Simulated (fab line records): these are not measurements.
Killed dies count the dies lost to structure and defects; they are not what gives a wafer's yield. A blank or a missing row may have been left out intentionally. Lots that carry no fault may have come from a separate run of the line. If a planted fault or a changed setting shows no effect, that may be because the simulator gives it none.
fab line records | flow n5Finfet
[record] lots = 7 wafers = 21
route steps=1938 shown WELL_APT@25 FIN_SAQP@94 FIN_CUT@160 DUMMY_GATE@224 SD_EPI_P@321
startH: hours from the record's first day to the start of the lot's first wafer shown | waitH: hours from the lot's prior step to this one | " the same as in the row above | L1.1+2: a row that stands for several wafers | - no value, or no start given | * or withheld: withheld | < > ~ a bound
route shown NAME@n: a module of which the file shows steps, and the number in the route of the first | usual: mean/standard deviation taken from wafers without a fault | same: alike in all rows | chamber/n: place in a boat | sites: per-site readings | _std_site: their standard deviation | _edge_site: the outer-site mean with the inner-site mean subtracted | radiusMm: for every site, how far away it sits from the centre of the wafer | mask NAME#n: copy n | behind: tool/chamber where the wafer was last shaped | hold: cause of the lot's hold/its duration in hours/its outcome | device: names the non-switching transistor (n, p or np) | end of line: tests of these same wafers at the route's end | where a step has no rows: the recipe by itself | killed: the dies lost at the first sort to structure and to defects; this is not the yield of the wafer | map: a wafer's dies, marking killed ones x, the rest . and places with no die _
set.NAME: the run value of the setting; set.NAME@STEP: its run value at that earlier step | model.NAME: the simulator's own value behind a step, which no gauge read
lots with deliberately changed settings; one table per step, one row per wafer
[[steps]]
[step N5_WELL_APT_PEB_06]
[recipe] pebTempC = 130 pebTimeS = 90
// columns lot.wafer tool chamber startH waitH set.pebTimeS
L075.3+4 lithoTrack-05 0 19.72 0.0 73.68
L075.6 " 0 " " 90
L081.2+4 lithoTrack-02 0 55.64 0.0 109.6
L081.3 " 0 " " 90
L083.2+3 lithoTrack-05 0 67.57 0.0 79.24
L083.5 " 0 " " 90
L087.1+2+5 lithoTrack-05 0 91.72 0.1 90
L089.2 lithoTrack-05 0 103.46 0.0 105.9
L089.3+4 " 0 " " 90
L091.3+6 lithoTrack-05 0 115.53 0.0 95.24
L091.5 " 0 " " 90
L097.3+5 lithoTrack-05 0 151.45 0.0 101.4
L097.4 " 0 " " 90
[step N5_WELL_APT_DEVELOP_07]
[recipe] developTimeS = 45 rinseLiquid = surfactantRinse dry = airSpin devTempC = 21
// columns lot.wafer tool chamber startH waitH set.developTimeS
L075.3+6 lithoTrack-05 0 - - 52.82
L075.4 " 0 " " 45
L081.2+3+4 lithoTrack-02 0 - - 45
L083.2+3+5 lithoTrack-05 0 - - 45
L087.1+2+5 lithoTrack-05 0 - - 45
L089.2 lithoTrack-05 0 - - 52.45
L089.3+4 " 0 " " 45
L091.3+5 lithoTrack-05 0 - - 55.02
L091.6 " 0 " " 45
L097.3+4+5 lithoTrack-05 0 - - 45
[step N5_WELL_APT_HARDBAKE_12]
[recipe] tempC = 130 timeS = 120
[step N5_WELL_APT_CD_MEAS_08]
[recipe] targetCdNm = 200 landingEnergyEv = 500 detector = seInlens
[usual] cdNm = 200.0/1.3
// columns lot.wafer tool chamber startH waitH set.pebTimeS@WELL_APT_PEB_06 cdNm
L075.3 cdSem-03 0 19.84 - 73.68 193.9
L075.4 " 0 " " 73.68 192.3
L075.6 " 0 " " 90 201.4
L081.2 cdSem-02 0 55.75 - 109.6 204.7
L081.3 " 0 " " 90 198.6
L081.4 " 0 " " 109.6 205.0
L083.2 cdSem-02 0 67.69 - 79.24 193.7
L083.3 " 0 " " 79.24 196.9
L083.5 " 0 " " 90 200.7
L087.1 cdSem-03 0 91.84 - 90 200.8
L087.2 " 0 " " 90 200.2
L087.5 " 0 " " 90 200.4
L089.2 cdSem-03 0 103.58 - 105.9 205.6
L089.3 " 0 " " 90 198.0
L089.4 " 0 " " 90 200.2
L091.3 cdSem-01 0 115.65 - 95.24 203.0
L091.5 " 0 " " 90 199.0
L091.6 " 0 " " 95.24 202.9
L097.3 cdSem-02 0 151.56 - 101.4 203.7
L097.4 " 0 " " 90 200.2
L097.5 " 0 " " 101.4 205.2
[step N5_WELL_APT_DESCUM_13]
[recipe] chemistry = O2 timeS = 7.9 sourcePowerW = 50 biasPowerW = 20 pressureMtorr = 20 rfFrequencyHz = 2.712e+07 tempC = 40 o2FlowSccm = 225
// columns lot.wafer tool chamber startH waitH set.pebTimeS@WELL_APT_PEB_06 model.WELL_APT.cdNm
L075.3 rieDiel-05 0 20.22 0.3 73.68 193.9
L075.4 " 1 " " 73.68 192.8
L075.6 " 2 " " 90 201.6
L081.2 rieDiel-06 2 55.84 0.0 109.6 204.9
L081.3 " 1 " " 90 198.9
L081.4 " 2 " " 109.6 205
L083.2 rieDiel-06 0 68.28 0.5 79.24 194
L083.3 " 1 " " 79.24 196.8
L083.5 " 1 " " 90 200.7
L087.1 rieDiel-05 3 91.93 0.0 90 200.9
L087.2 " 0 " " 90 200.3
L087.5 " 0 " " 90 200.7
L089.2 rieDiel-06 0 103.86 0.2 105.9 205.4
L089.3 " 3 " " 90 197.9
L089.4 " 3 " " 90 200.3
L091.3+6 rieDiel-06 3,0 115.75 0.1 95.24 203.2
L091.5 " 3 " " 90 198.7
L097.3 rieDiel-05 1 152.07 0.5 101.4 203.6
L097.4 " 3 " " 90 200.2
L097.5 " 1 " " 101.4 205.3
[step N5_WELL_APT_EXPOSE_22]
[recipe] maskId = PWELL na = 0.8 sourceShape = conventional sigmaOuter = 0.8 polarization = unpolarized defocusNm = 0 targetCdNm = 200 doseMj = 23.2
// columns lot.wafer tool chamber startH waitH mask set.doseMj
L075.3+4 krfScanner-01 0 21.22 - PWELL#0 23.2
L075.6 " 0 " " PWELL#0 22.69
L081.2 krfScanner-01 0 56.86 - PWELL#0 23.2
L081.3+4 " 0 " " PWELL#0 24.04
L083.2+3 krfScanner-02 0 69.14 - PWELL#0 21.72
L083.5 " 0 " " PWELL#0 23.2
L087.1+2+5 krfScanner-01 0 92.79 - PWELL#0 23.2
L089.2+3+4 krfScanner-02 0 104.85 - PWELL#0 23.2
L091.3 krfScanner-01 0 116.77 - PWELL#0 23.2
L091.5+6 " 0 " " PWELL#0 21.77
L097.3+4+5 krfScanner-02 0 152.99 - PWELL#0 23.2
[step N5_WELL_APT_PEB_23]
[recipe] pebTempC = 130 pebTimeS = 90
// columns lot.wafer tool chamber startH waitH set.pebTimeS
L075.3 lithoTrack-01 0 21.26 0.0 90
L075.4+6 " 0 " " 84.09
L081.2+3+4 lithoTrack-01 0 56.91 0.0 90
L083.2+3+5 lithoTrack-05 0 69.19 0.0 90
L087.1+2+5 lithoTrack-05 0 92.84 0.1 90
L089.2+3+4 lithoTrack-01 0 104.90 0.0 90
L091.3+5+6 lithoTrack-02 0 116.82 0.0 90
L097.3+4+5 lithoTrack-05 0 153.04 0.0 90
[step N5_WELL_APT_DEVELOP_24]
[recipe] developTimeS = 45 rinseLiquid = surfactantRinse dry = airSpin devTempC = 21
[step N5_WELL_APT_HARDBAKE_29]
[recipe] tempC = 130 timeS = 120
[step N5_WELL_APT_CD_MEAS_25]
[recipe] targetCdNm = 200 landingEnergyEv = 500 detector = seInlens
[usual] cdNm = 200.4/1.6
// columns lot.wafer tool chamber startH waitH set.doseMj@WELL_APT_EXPOSE_22 cdNm
L075.3 cdSem-01 0 21.38 - 23.2 200.7
L075.4 " 0 " " 23.2 195.8
L075.6 " 0 " " 22.69 192.2
L081.2 cdSem-01 0 57.03 - 23.2 199.7
L081.3 " 0 " " 24.04 207.1
L081.4 " 0 " " 24.04 207.7
L083.2 cdSem-02 0 69.31 - 21.72 189.6
L083.3 " 0 " " 21.72 187.7
L083.5 " 0 " " 23.2 202.5
L087.1 cdSem-01 0 92.96 - 23.2 199.5
L087.2 " 0 " " 23.2 200.1
L087.5 " 0 " " 23.2 196.8
L089.2 cdSem-01 0 105.02 - 23.2 198.7
L089.3 " 0 " " 23.2 197.1
L089.4 " 0 " " 23.2 197.4
L091.3 cdSem-02 0 116.94 - 23.2 197.2
L091.5 " 0 " " 21.77 187.5
L091.6 " 0 " " 21.77 186.7
L097.3 cdSem-01 0 153.16 - 23.2 199.9
L097.4 " 0 " " 23.2 199.1
L097.5 " 0 " " 23.2 200.0
[step N5_WELL_APT_DESCUM_30]
[recipe] chemistry = O2 timeS = 7.9 sourcePowerW = 50 biasPowerW = 20 pressureMtorr = 20 rfFrequencyHz = 2.712e+07 tempC = 40 o2FlowSccm = 225
// columns lot.wafer tool chamber startH waitH set.doseMj@WELL_APT_EXPOSE_22 model.WELL_APT.cdNm
L075.3 rieDiel-05 0 23.15 1.7 23.2 201.4
L075.4 " 3 " " 23.2 195.9
L075.6 " 2 " " 22.69 192.2
L081.2 rieDiel-02 0 57.12 0.0 23.2 199.9
L081.3 " 3 " " 24.04 206.8
L081.4 " 1 " " 24.04 208.1
L083.2 rieDiel-05 2 69.40 0.0 21.72 189.7
L083.3 " 1 " " 21.72 187.8
L083.5 " 2 " " 23.2 202.2
L087.1 rieDiel-05 0 93.05 0.0 23.2 199.6
L087.2 " 1 " " 23.2 200
L087.5 " 0 " " 23.2 196.8
L089.2 rieDiel-02 1 105.15 0.1 23.2 199.1
L089.3 " 3 " " 23.2 197
L089.4 " 0 " " 23.2 197.7
L091.3 rieDiel-02 1 117.02 0.0 23.2 197.6
L091.5 " 3 " " 21.77 187.4
L091.6 " 2 " " 21.77 187
L097.3 rieDiel-05 1 153.25 0.0 23.2 199.6
L097.4 " 3 " " 23.2 199.3
L097.5 " 1 " " 23.2 199.7
[step N5_FIN_SAQP_ALD_61]
[recipe] material = SiO2 targetThkA = 40 tempC = 300 aldPrecursorFamily = BDEAS aldCoReactant = O2-plasma pulseTimeS = 1 purgeTimeS = 2 coReactantPurgeTimeS = 2 aldCycles = 43 pressureTorr = 2
// columns lot.wafer tool chamber startH waitH set.tempC model.SiO2_of_FIN_SAQP_ALD_61.thkNm
L075.3 aldSin-04 3 28.28 0.0 300 4.027
L075.4 " 1 " " 300 4.013
L075.6 " 1 " " 305.3 3.992
L081.2 aldSin-04 0 63.01 0.2 310.7 3.939
L081.3 " 3 " " 300 4.009
L081.4 " 1 " " 310.7 3.934
L083.2 aldSin-02 0 75.36 0.5 304.1 4.006
L083.3 " 3 " " 300 4.017
L083.5 " 3 " " 304.1 3.977
L087.1 aldSin-03 1 101.45 3.0 300 4.005
L087.2+5 " 3,1 " " 300 3.983
L089.2 aldSin-03 3 110.69 0.0 309 3.94
L089.3 " 0 " " 309 3.969
L089.4 " 1 " " 300 4.017
L091.3 aldSin-02 0 122.84 0.2 300 4.005
L091.5 " 1 " " 307 3.936
L091.6 " 2 " " 307 3.949
L097.3 aldSin-04 2 159.17 0.0 312.6 3.923
L097.4 " 1 " " 300 3.993
L097.5 " 3 " " 300 3.997
[step N5_FIN_SAQP_PECVD_47]
[recipe] material = a-Si targetThkA = 450 tempC = 400 precursor = SiH4/He pressureTorr = 3 rfW = 100 timeS = 36.3
// columns lot.wafer tool chamber startH waitH set.timeS model.a-Si_of_FIN_SAQP_PECVD_47.thkNm
L075.3 pecvd-03 1 28.85 0.0 36.3 44.9
L075.4 " 0 " " 36.3 45.54
L075.6 " 1 " " 36.3 45.68
L081.2 pecvd-03 1 63.55 0.0 36.3 43.93
L081.3 " 2 " " 39.73 49.09
L081.4 " 0 " " 36.3 44.87
L083.2 pecvd-04 0 75.91 0.0 33.5 40.98
L083.3 " 2 " " 36.3 44.13
L083.5 " 2 " " 33.5 41.35
L087.1 pecvd-02 2 101.99 0.0 36.3 44.21
L087.2 " 1 " " 36.3 45.3
L087.5 " 0 " " 36.3 45.91
L089.2 pecvd-04 0 111.25 0.0 36.3 44.16
L089.3 " 2 " " 37.9 46.07
L089.4 " 2 " " 36.3 45.27
L091.3 pecvd-03 1 123.55 0.0 36.3 45.05
L091.5 " 0 " " 36.3 46.06
L091.6 " 1 " " 36.3 46.24
L097.3 pecvd-03 2 159.71 0.0 36.3 44.46
L097.4 " 0 " " 36.3 45.34
L097.5 " 2 " " 36.3 45.47
[step N5_FIN_SAQP_PECVD_48]
[recipe] material = SiNx targetThkA = 250 tempC = 400 precursor = SiH4/NH3/N2 pressureTorr = 1.5 rfW = 300 timeS = 22.1
[step N5_FIN_SAQP_PECVD_06]
[recipe] material = a-Si targetThkA = 600 tempC = 400 precursor = SiH4/He pressureTorr = 3 rfW = 100 timeS = 48.1
[step N5_FIN_SAQP_ETCH_57]
[recipe] chemistry = CH3F/O2 target = SiNx maskMaterial = SiO2 targetDepthA = 325 timeS = 46.4 pressureMtorr = 30 sourceW = 395 biasW = 73 Ar_flow_sccm = 150 CH3F_flow_sccm = 30 O2_flow_sccm = 20 ionEnergyEv = 120 ends = cleared
[step N5_FIN_SAQP_ETCH_65]
[recipe] chemistry = CF4 target = SiO2 targetDepthA = 40 ionEnergyEv = 350 timeS = 4.4 pressureMtorr = 10 icpW = 800 biasW = 400 cf4FlowSccm = 80
[step N5_FIN_SAQP_MANDREL_ETCH_58]
[recipe] chemistry = HBr/Cl2 target = a-Si targetDepthA = 450 btTimeS = 10 stopOn = SiNx maskMaterial = SiO2 overEtchFrac = 0.8 timeS = 27 pressureMtorr = 10 icpW = 800 biasW = 75 HBr_flow_sccm = 150 Cl2_flow_sccm = 80 ends = endPoint
// columns lot.wafer tool chamber startH waitH set.timeS@FIN_SAQP_PECVD_47 model.etch.depthNm
L075.3 rieSi-04 0 31.88 0.0 36.3 44.9
L075.4 " 3 " " 36.3 45.54
L075.6 " 1 " " 36.3 45.68
L081.2 rieSi-04 0 66.57 0.0 36.3 43.93
L081.3 " 3 " " 39.73 49.09
L081.4 " 2 " " 36.3 44.87
L083.2 rieSi-03 0 79.75 0.0 33.5 40.98
L083.3 " 2 " " 36.3 44.13
L083.5 " 2 " " 33.5 41.35
L087.1 rieSi-01 2 104.87 0.0 36.3 44.21
L087.2 " 1 " " 36.3 45.3
L087.5 " 0 " " 36.3 45.91
L089.2 rieSi-03 0 114.50 0.0 36.3 44.16
L089.3 " 3 " " 37.9 46.07
L089.4 " 2 " " 36.3 45.27
L091.3 rieSi-03 0 127.06 0.0 36.3 45.05
L091.5 " 3 " " 36.3 46.06
L091.6 " 0 " " 36.3 46.24
L097.3 rieSi-04 1 163.32 0.0 36.3 44.46
L097.4 " 2 " " 36.3 45.34
L097.5 " 0 " " 36.3 45.47
[step N5_FIN_CUT_EXPOSE_05]
[recipe] maskId = FIN_CUT na = 0.33 sourceShape = annular sigmaInner = 0.35 sigmaOuter = 0.8 polarization = unpolarized doseMj = 45.75
// columns lot.wafer tool chamber startH waitH mask set.doseMj
L075.3+6 euvScanner-01 0 34.14 - FIN_CUT#0 44.89
L075.4 " 0 " " FIN_CUT#0 45.75
L081.2+3 euvScanner-02 0 68.97 - FIN_CUT#0 47.58
L081.4 " 0 " " FIN_CUT#0 45.75
L083.2+5 euvScanner-02 0 82.43 - FIN_CUT#0 47.78
L083.3 " 0 " " FIN_CUT#0 45.75
L087.1+2+5 euvScanner-01 0 107.10 - FIN_CUT#0 45.75
L089.2+4 euvScanner-01 0 116.79 - FIN_CUT#0 42.5
L089.3 " 0 " " FIN_CUT#0 45.75
L091.3+5 euvScanner-01 0 129.19 - FIN_CUT#0 44.34
L091.6 " 0 " " FIN_CUT#0 45.75
L097.3+4+5 euvScanner-01 0 165.89 - FIN_CUT#0 45.75
[step N5_FIN_CUT_PEB_06]
[recipe] pebTempC = 100 pebTimeS = 60 resist = CAR-EUV
[step N5_FIN_CUT_DEVELOP_07]
[recipe] developTimeS = 30 developer = TMAH resist = CAR-EUV rinseLiquid = surfactantRinse dry = airSpin devTempC = 23
[step N5_FIN_CUT_DESCUM_13]
[recipe] chemistry = O2 timeS = 7 sourcePowerW = 50 biasPowerW = 20 pressureMtorr = 20 rfFrequencyHz = 2.712e+07 tempC = 40 resist = CAR-EUV o2FlowSccm = 225
[step N5_FIN_CUT_ETCH_30]
[recipe] chemistry = N2/H2 target = underlayer targetDepthA = 130 maskMaterial = CAR-EUV timeS = 10.4 ionEnergyEv = 200 pressureMtorr = 30 sourceW = 840 biasW = 150 n2FlowSccm = 200 h2FlowSccm = 200 ends = cleared
// columns lot.wafer tool chamber startH waitH set.doseMj@FIN_CUT_EXPOSE_05 model.FIN_CUT.cdOffsetNm
L075.3 rieDiel-04 2 34.42 0.0 44.89 -0.4
L075.4 " 3 " " 45.75 -0.2
L075.6 " 1 " " 44.89 -0.6
L081.2 rieDiel-04 1 69.26 0.0 47.58 0.6
L081.3 " 3 " " 47.58 0.8
L081.4 " 2 " " 45.75 0.2
L083.2+5 rieDiel-04 3,0 82.71 0.0 47.78 0.8
L083.3 " 0 " " 45.75 0
L087.1+2+5 rieDiel-03 0,3,2 107.39 0.0 45.75 0.2
L089.2+4 rieDiel-04 3,1 117.07 0.0 42.5 -1.2
L089.3 " 0 " " 45.75 0
L091.3+5 rieDiel-01 0,3 129.47 0.0 44.34 -0.8
L091.6 " 2 " " 45.75 -0.2
L097.3+5 rieDiel-04 3,2 166.17 0.0 45.75 -0.2
L097.4 " 1 " " 45.75 0
[step N5_FIN_CUT_ETCH_20]
[recipe] chemistry = CF4 target = SiARC targetDepthA = 260 maskMaterial = CAR-EUV timeS = 43.3 ionEnergyEv = 80 pressureMtorr = 40 sourceW = 545 biasW = 36 Ar_flow_sccm = 100 cf4FlowSccm = 100 ends = cleared
// columns lot.wafer tool chamber startH waitH set.doseMj@FIN_CUT_EXPOSE_05 model.FIN_CUT.cdOffsetNm
L075.3+6 rieDiel-04 2,1 34.44 0.0 44.89 -0.4
L075.4 " 3 " " 45.75 0
L081.2+3 rieDiel-04 1,3 69.28 0.0 47.58 0.6
L081.4 " 2 " " 45.75 0
L083.2+5 rieDiel-04 3,0 82.73 0.0 47.78 0.6
L083.3 " 0 " " 45.75 0
L087.1+2 rieDiel-03 0,3 107.41 0.0 45.75 0.4
L087.5 " 2 " " 45.75 0.2
L089.2+4 rieDiel-04 3,1 117.09 0.0 42.5 -1.2
L089.3 " 0 " " 45.75 0
L091.3+5 rieDiel-01 0,3 129.49 0.0 44.34 -0.8
L091.6 " 2 " " 45.75 -0.2
L097.3 rieDiel-04 3 166.19 0.0 45.75 -0.4
L097.4 " 1 " " 45.75 0
L097.5 " 2 " " 45.75 -0.2
[step N5_DUMMY_GATE_COAT_28]
[recipe] resist = underlayer tempC = 205 timeS = 60 spinRpm = 1500 resistThkNm = 10
// columns lot.wafer tool chamber startH waitH set.spinRpm model.underlayer_of_DUMMY_GATE_COAT_28.thkNm
L075.3+6 lithoTrack-03 0 - - 1500 10
L075.4 " 0 " " 1550 9.8
L081.2+3+4 lithoTrack-03 0 - - 1500 10
L083.2 lithoTrack-04 0 - - 1626 9.6
L083.3+5 " 0 " " 1500 10
L087.1+2+5 lithoTrack-03 0 - - 1500 10
L089.2 lithoTrack-05 0 - - 1500 10
L089.3+4 " 0 " " 1646 9.6
L091.3 lithoTrack-05 0 - - 1566 9.8
L091.5+6 " 0 " " 1500 10
L097.3 lithoTrack-05 0 - - 1456 10.2
L097.4+5 " 0 " " 1500 10
[step N5_SD_EPI_P_EPI_21]
[recipe] material = SiGe:B dopant = B tempC = 550 pressureTorr = 20 ambient = H2 timeS = 355
// columns lot.wafer tool chamber startH waitH set.tempC model.SiGe-B_of_SD_EPI_P_EPI_21.thkNm
L075.3 epiRpcvd-02 0 63.61 0.8 547.6 58.2
L075.4 " 0 " " 550 61
L075.6 " 0 " " 550 61.4
L081.2 epiRpcvd-02 0 100.32 0.5 550 60
L081.3 " 0 " " 550 58.6
L081.4 " 0 " " 550 59.4
L083.2 epiRpcvd-04 0 113.49 0.9 550 60
L083.3 " 0 " " 553.6 65
L083.5 " 0 115.41 2.6 550 60.8
L087.1 epiRpcvd-01 0 137.10 0.3 550 61.8
L087.2+5 " 0 " " 550 61.4
L089.2 epiRpcvd-02 0 146.21 0.5 548.3 59.6
L089.3 " 0 " " 550 61.6
L089.4 " 0 " " 548.3 58.8
L091.3 epiRpcvd-04 0 158.45 1.9 550 60.4
L091.5 " 0 160.16 3.5 550 61.2
L091.6 " 0 " " 550 60.6
L097.3 epiRpcvd-04 0 197.25 1.1 550 61.6
L097.4 " 0 " " 550 61.8
L097.5 " 0 " " 548.3 59.6
[step N5_SD_EPI_P_HM_STRIP_48]
[recipe] chemistry = H3PO4 tempC = 160 material = SiNx target = SiNx targetDepthA = 30 overetchFraction = 0.3
// columns lot.wafer tool chamber startH waitH set.tempC@SD_EPI_P_EPI_21 model.SiGe-B_of_SD_EPI_P_EPI_21.thkNm
L075.3 wetBench-04 7 65.13 0.0 547.6 57.8
L075.4 " 4 " " 550 60.6
L075.6 " 3 " " 550 61.2
L081.2 wetBench-02 5 102.19 0.0 550 59.8
L081.3 " 0 " " 550 58.4
L081.4 " 3 " " 550 59
L083.2 wetBench-02 1 116.76 0.0 550 59.8
L083.3 " 3 " " 553.6 64.8
L083.5 " 7 " " 550 60.4
L087.1 wetBench-05 0 141.01 0.0 550 61.4
L087.2 " 7 " " 550 61.2
L087.5 " 1 " " 550 61
L089.2 wetBench-02 5 148.10 0.0 548.3 59.2
L089.3 " 7 " " 550 61.2
L089.4 " 3 " " 548.3 58.6
L091.3 wetBench-04 6 161.96 0.0 550 60.2
L091.5 " 3 " " 550 60.8
L091.6 " 2 " " 550 60.4
L097.3 wetBench-05 2 199.25 0.0 550 61.4
L097.4 " 6 " " 550 61.6
L097.5 " 5 " " 548.3 59.2
[[key]]
[split] step = N5_WELL_APT_PEB_06 setting = pebTimeS stated = 90 by = wafer
[response] step = N5_WELL_APT_CD_MEAS_08 reading = cdNm change = +0.374 per = 1% r = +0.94
[response] step = N5_WELL_APT_DESCUM_13 reading = model.WELL_APT.cdNm change = +0.368 per = 1% r = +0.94
[split] step = N5_WELL_APT_DEVELOP_07 setting = developTimeS stated = 45 by = wafer
response none clear
[split] step = N5_WELL_APT_EXPOSE_22 setting = doseMj stated = 23.2 by = wafer
[response] step = N5_WELL_APT_CD_MEAS_25 reading = cdNm change = +1.98 per = 1% r = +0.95
[response] step = N5_WELL_APT_DESCUM_30 reading = model.WELL_APT.cdNm change = +1.99 per = 1% r = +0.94
[split] step = N5_WELL_APT_PEB_23 setting = pebTimeS stated = 90 by = wafer
response none clear
[split] step = N5_FIN_SAQP_ALD_61 setting = tempC stated = 300 by = wafer
[response] step = N5_FIN_SAQP_ALD_61 reading = model.SiO2_of_FIN_SAQP_ALD_61.thkNm change = -0.0197 per = 1% r = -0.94
[split] step = N5_FIN_SAQP_PECVD_47 setting = timeS stated = 36.3 by = wafer
[response] step = N5_FIN_SAQP_PECVD_47 reading = model.a-Si_of_FIN_SAQP_PECVD_47.thkNm change = +0.435 per = 1% r = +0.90
[response] step = N5_FIN_SAQP_MANDREL_ETCH_58 reading = model.etch.depthNm change = +0.435 per = 1% r = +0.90
[split] step = N5_FIN_CUT_EXPOSE_05 setting = doseMj stated = 45.75 by = wafer
[response] step = N5_FIN_CUT_ETCH_30 reading = model.FIN_CUT.cdOffsetNm change = +0.166 per = 1% r = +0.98
[response] step = N5_FIN_CUT_ETCH_20 reading = model.FIN_CUT.cdOffsetNm change = +0.163 per = 1% r = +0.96
[split] step = N5_DUMMY_GATE_COAT_28 setting = spinRpm stated = 1500 by = wafer
[response] step = N5_DUMMY_GATE_COAT_28 reading = model.underlayer_of_DUMMY_GATE_COAT_28.thkNm change = -0.0459 per = 1% r = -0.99
[split] step = N5_SD_EPI_P_EPI_21 setting = tempC stated = 550 by = wafer
[response] step = N5_SD_EPI_P_EPI_21 reading = model.SiGe-B_of_SD_EPI_P_EPI_21.thkNm change = +7.05 per = 1% r = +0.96
[response] step = N5_SD_EPI_P_HM_STRIP_48 reading = model.SiGe-B_of_SD_EPI_P_EPI_21.thkNm change = +7.22 per = 1% r = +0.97
